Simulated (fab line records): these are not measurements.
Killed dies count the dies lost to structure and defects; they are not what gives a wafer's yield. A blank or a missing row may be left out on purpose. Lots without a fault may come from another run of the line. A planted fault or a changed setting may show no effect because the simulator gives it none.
A struck lot beside a sound one + flow n5-finfet + 40 steps out of a route of 1938
Sound: the wafers L768.1, L768.2, L768.5. Struck: wafer L769.5. (L769.1 of the same lot was not struck and is left out.) The cause comes at the end.
Order at every step that has rows: each side's tool, ch and its chambers, its first start. Under that, the readings that differ: sound wafers + struck wafers + difference of the means + sigmas: that difference in standard deviations of wafers without a fault.
alike: words and numbers the same on both sides, and readings whose means are apart by under 2 such deviations; not compared: readings that were withheld, readings missing a value for some wafer, numbers with overlapping values and no deviation given by the record, and bounds like >300 which may hide the same value.
Wherever a step has rows on one side only, a row that says differs or no value, or a row with sigmas, the two part there. Numbers that don't overlap but have no deviation are shown without sigmas and don't part them. A reading that every wafer of one side lacks parts them only if that side has two wafers or more.

first, 11 steps without rows for these wafers: N5_GATE_CUT_ETCHBACK_00 (etches W in SF6/Cl2); N5_GATE_CUT_ETCH_56 (etches TiN in Cl2/Ar, target depth 21.6 nm); N5_GATE_CUT_ETCHBACK_30 (etches TiN in Cl2/Ar, target depth 3 nm); N5_GATE_CUT_VAPOR_ETCH_60 (etches HfO2 in BCl3/Cl2); N5_GATE_CUT_ETCH_58 (etches SiNx in CH3F/O2, target depth 17 nm, time 128.6 s); N5_GATE_CUT_STRIP_59 (strips in N2/H2, time 20 s); N5_GATE_CUT_PRECLEAN_31 (cleans in DIW, time 300 s); N5_GATE_CUT_SRD_32 (time 30 s); N5_GATE_CUT_SAC_CAP_01 (material SiNx, target thk 24 nm, pulse time 1 s, ald cycles 480); N5_GATE_CUT_PECVD_57 (deposits SiNx from SiH4/NH3/N2, target thk 21 nm); N5_GATE_CUT_CMP_02 (polishes, stops on SiO2, t overpolish 12.7 s, target thk 0 nm).
N5_GATE_CUT_HM_DEP_46: deposits SiO2 from TEOS/O2, target thk 130 nm, time 26.6 s.
  sound on pecvd-02 ch 0,1,2, day 9 04:23; struck on pecvd-04 ch 1, day 9 13:47
| reading                                      | sound           | struck | difference | sigmas |
|----------------------------------------------|-----------------|--------|------------|--------|
| model.SiO2_of_GATE_CUT_HM_DEP_46.thk-nm (nm) | 127.8 128.2 132 | 127.4  | -1.9       |        |
  alike: heater-power-outer-w, heater-power-w, showerhead-plenum-p-Torr, showerhead-vpp-V, throttle-valve-pct
then, 15 steps without rows for these wafers: N5_GATE_CUT_COAT_34 (time 60 s, resist thk 60 nm); N5_GATE_CUT_COAT_35 (time 60 s, resist thk 10 nm); N5_GATE_CUT_COAT_27 (time 60 s, resist thk 10 nm); N5_GATE_CUT_COAT_07 (resist thk 30 nm); N5_GATE_CUT_EBR_09; N5_GATE_CUT_SOFTBAKE_08 (time 60 s); N5_GATE_CUT_EXPOSE_10 (exposes mask GATE CUT, target cd 20 nm); N5_GATE_CUT_PEB_11 (peb time 60 s); N5_GATE_CUT_DEVELOP_12 (develop time 30 s); N5_GATE_CUT_DESCUM_18 (chemistry O2, time 7 s); N5_GATE_CUT_ETCH_28 (etches underlayer in N2/H2, target depth 13 nm, time 10.4 s); N5_GATE_CUT_ETCH_36 (etches SiARC in CF4, target depth 13 nm, time 21.7 s); N5_GATE_CUT_ETCH_37 (etches SOC in N2/H2, target depth 60 nm, overetch 12 nm, time 90 s); N5_GATE_CUT_STRIP_38 (strips in N2/H2); N5_GATE_CUT_STRIP_39 (strips in N2/H2).
N5_GATE_CUT_HM_OPEN_40: chemistry C4F6/O2, target SiO2, target depth 139 nm, time 85.1 s.
  sound on rie-diel-02 ch 0,2,3, day 9 05:02; struck on rie-diel-05 ch 0, day 9 14:50
| reading                     | sound             | struck | difference | sigmas |
|-----------------------------|-------------------|--------|------------|--------|
| drypump-motor-current-A (A) | 5.4 5.2 5.5       | 6.2    | +0.8       | +2     |
| throttle-valve-pct (%)      | 20.49 21.23 20.63 | 21.24  | +0.46      | +3     |
| model.etch.depth-nm (nm)    | 127.7 128.3 132.1 | 127.4  | -2.0       |        |
  alike: O2_flow_sccm, bias-w, etch-rf-on-time-s, oes_ar_750_au, oes-product-au, rf-vpp-V, showerhead-plenum-p-Torr
  not compared: rf-hours-counter-h, model.SOC_of_GATE_CUT_COAT_34.thk-nm
then, 10 steps without rows for these wafers: N5_GATE_CUT_STRIP_41 (strips in CF4); N5_GATE_CUT_STRIP_42 (strips in O2); N5_GATE_CUT_ETCH_19 (etches SiNx in CH3F/O2, target depth 53.7 nm, time 76.7 s); N5_GATE_CUT_CUT_ETCH_53 (etches W in SF6/Cl2, target depth 79.2 nm); N5_GATE_CUT_CUT_ETCH_54 (etches TiN in Cl2/BCl3, target depth 96.7 nm); N5_GATE_CUT_CUT_ETCH_55 (etches HfO2 in BCl3, target depth 3.2 nm); N5_GATE_CUT_ETCH_47 (etches SiO2 in Cl2/BCl3, target depth 10 nm); N5_GATE_CUT_VAPOR_ETCH_48 (etches TiN in BCl3/Cl2); N5_GATE_CUT_VAPOR_ETCH_49 (etches TiAlC in BCl3/Cl2); N5_GATE_CUT_VAPOR_ETCH_51 (etches HfO2 in BCl3/Cl2).
N5_GATE_CUT_CMP_23: polishes, stops on SiO2, t overpolish 23.4 s, target thk 16 nm.
  sound on cmp-02 ch 0,2,3, day 9 07:14; struck on cmp-01 ch 1, day 9 17:56
| reading                                      | sound           | struck | difference | sigmas |
|----------------------------------------------|-----------------|--------|------------|--------|
| model.SiO2_of_GATE_CUT_HM_DEP_46.thk-nm (nm) | 102 102.6 106.6 | 101.6  | -2.1       |        |
  alike: motor-current-A, overpolish-run-s, platen-rpm, time-to-endpoint-s
-- a jump in the record: the struck wafers' starts before and after are 3 days apart (it breaks off in module GATE_CUT and resumes in module BEOL_M4, where the first step shown is number 1111 of the route) --
N5_BEOL_M4_RC_MEAS_101:
  sound on prober-02 ch 0, day 13 04:56; struck on prober-01 ch 0, day 12 22:02
| reading        | sound          | struck | difference | sigmas |
|----------------|----------------|--------|------------|--------|
| IOFF_P (nA/um) | 0.14 0.15 0.15 | 0.21   | +0.06      | +2     |
| VT_P (mV)      | -258 -258 -257 | -248   | +10        | +3     |
  alike: DIBL_N, DIBL_P, IOFF_N, ION_N, ION_P, SS_N, SS_P, VT_N

## WHERE THEY PART
Last at N5_BEOL_M4_RC_MEAS_101 as far as this record goes, first at N5_GATE_CUT_HM_OPEN_40.

WHY: whatever the simulator had introduced
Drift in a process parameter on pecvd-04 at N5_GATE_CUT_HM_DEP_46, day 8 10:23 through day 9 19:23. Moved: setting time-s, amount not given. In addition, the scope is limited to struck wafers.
